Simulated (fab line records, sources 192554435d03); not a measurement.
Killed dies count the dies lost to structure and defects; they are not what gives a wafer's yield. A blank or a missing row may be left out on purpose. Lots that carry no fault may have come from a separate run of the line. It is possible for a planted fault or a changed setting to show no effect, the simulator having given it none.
Matching of chambers | flow n5-finfet | N5_BEOL_M8_ALD_77 on ald-metal-01: 4 sister chambers
The step deposits TaN, target thk 2 nm, pulse time 2 s, purge time 3 s. 4 wafers are shown with their chamber, then 9 later ones without.

## EACH WAFER AND ITS CHAMBER
wafer  | chamber | heater-power-w (W)
L084.3 | 3       | 436
L085.1 | 1       | 387
L085.3 | 2       | 482
L085.6 | 0       | 371

## WAFERS WITH NO CHAMBER GIVEN
wafer  | heater-power-w (W)
L090.2 | 395
L090.4 | 376
L090.6 | 445
L088.1 | 440
L088.3 | 374
L088.6 | 470
L092.4 | 369
L092.5 | 380
L092.6 | 442

## CHAMBER TAKEN BY EACH
wafer  | from the rows above     | in truth
L090.2 | 1                       | 1
L090.4 | can't be placed: 0 or 1 | 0
L090.6 | 3                       | 3
L088.1 | 3                       | 3
L088.3 | can't be placed: 0 or 1 | 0
L088.6 | 2                       | 2
L092.4 | 0                       | 0
L092.5 | can't be placed: 1 or 0 | 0
L092.6 | 3                       | 3
6 of 9 placed correctly. From these rows, 3 cannot be placed; in 3 the true chamber is one of the candidates. Number placed wrongly: 0.
How it was worked out, from the rows above alone: a wafer's distance from a chamber is the root of the sum, over the readings, of the square of ((its reading less the chamber's mean) divided by the reading's scatter). The wafer belongs to the nearest chamber; if the next one is less than 2 further off, it can't be placed. A chamber's mean is the mean of its shown wafers. The scatter: root of mean squared gap, hidden wafer to nearest shown wafer, with one shown wafer a chamber.
